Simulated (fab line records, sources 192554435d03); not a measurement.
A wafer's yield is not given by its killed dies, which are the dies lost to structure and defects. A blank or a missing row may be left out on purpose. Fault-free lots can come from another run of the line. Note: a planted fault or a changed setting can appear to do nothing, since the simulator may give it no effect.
Struck lot and sound lot, side by side -- flow n5_finfet -- 14 steps out of a route of 1938
Sound: the wafers L706.1, L706.2, L706.4. The struck wafers were L699.1, L699.2, L699.6. The cause comes at the end.
Order at every step that has rows: each side's tool, ch and its chambers, its first start. Under that, the readings that differ: sound wafers -- struck wafers -- difference of the means -- sigmas: that difference in standard deviations of wafers without a fault.
alike: readings with means less than 2 such deviations apart, plus words and numbers identical on both sides. not compared: withheld readings, readings lacking a value on some wafer, bounds such as >300 that could conceal the same value, and numbers that have no deviation in the record and whose values overlap.
The two part at a step that has a row with sigmas, a row that says differs or no value, or rows on one side only. When numbers do not overlap yet have no deviation, they are printed without sigmas and do not part them. Lack of a reading on every wafer of one side parts them only where that side has two or more wafers.

N5_MIM_TOP_LITHO_CD_MEAS_08: the cd target is 2000 nm.
  sound on cd_sem-03 ch 0, day 17 09:05; struck on cd_sem-03 ch 0, day 15 18:12
  alike: cd_nm
N5_MIM_TOP_LITHO_OVL_MEAS_11:
  sound on overlay-01 ch 0, day 17 09:07; struck on overlay-01 ch 0, day 15 18:14
  alike: MIM_TOP_OVL
N5_MIM_TOP_LITHO_INSPECT_12: inspects for defects (macro).
  sound on defect_inspect-02 at day 17 09:08; struck on defect_inspect-02 at day 15 18:15
  alike: raw_defect_count
N5_MIM_TOP_LITHO_DESCUM_10: chemistry O2, time 7.9 s.
  sound on rie_diel-02 ch 0,1,3, day 17 09:11; struck on rie_diel-01 ch 0,2, day 15 18:17
  alike: drypump_motor_current_A, oes_product_au, rf_vpp_V, showerhead_plenum_p_Torr, throttle_valve_pct
  not compared: rf_hours_counter_h
N5_MIM_TOP_ETCH_ETCH_00: etches TiN in Cl2/BCl3, target depth 38.5 nm.
  sound on rie_metal-02 ch 0,1, day 17 09:16; struck on rie_metal-01 ch 0,1, day 15 18:22
  alike: drypump_motor_current_A, oes_product_au, throttle_valve_pct
  not compared: rf_hours_counter_h
N5_MIM_TOP_ETCH_STRIP_01: strips in O2.
  sound on rie_diel-05 ch 0,1,3, day 17 09:24; struck on rie_diel-03 ch 0,2,3, day 15 18:31
  alike: drypump_motor_current_A, oes_product_au, rf_vpp_V, showerhead_plenum_p_Torr, throttle_valve_pct
  not compared: rf_hours_counter_h
N5_MIM_TOP_ETCH_PECVD_03: deposits SiNx from SiH4/NH3/N2, target thk 20 nm, time 17.6 s.
  sound on pecvd-01 ch 1,2, day 17 09:28; struck on pecvd-03 ch 0,1,2, day 15 18:35
  alike: heater_power_w, showerhead_plenum_p_Torr, showerhead_vpp_V, throttle_valve_pct
then, 5 steps without rows for these wafers: N5_MIM_BOT_LITHO_HMDS_01 (time 60 s); N5_MIM_BOT_LITHO_COAT_02; N5_MIM_BOT_LITHO_EBR_04; N5_MIM_BOT_LITHO_SOFTBAKE_03 (time 90 s); N5_MIM_BOT_LITHO_EXPOSE_05 (exposes mask MIM BOT).
N5_MIM_BOT_LITHO_PEB_06:
  sound on litho_track-03 ch 0, day 17 09:50; struck on litho_track-02, day 15 19:04
reading,sound,struck,difference,sigmas
exhaust_pa (Pa),45.2 44.5 44.7,- - -,no value on the struck wafers,
  not compared: chill_plate_temp_C, resist_line_temp_C
then, 1 step without rows for these wafers: N5_MIM_BOT_LITHO_DEVELOP_07 (develop time 60 s).

WHERE THEY PART
At N5_MIM_BOT_LITHO_PEB_06 and nowhere else, as far as this record goes.

WHY: what the simulator had put in
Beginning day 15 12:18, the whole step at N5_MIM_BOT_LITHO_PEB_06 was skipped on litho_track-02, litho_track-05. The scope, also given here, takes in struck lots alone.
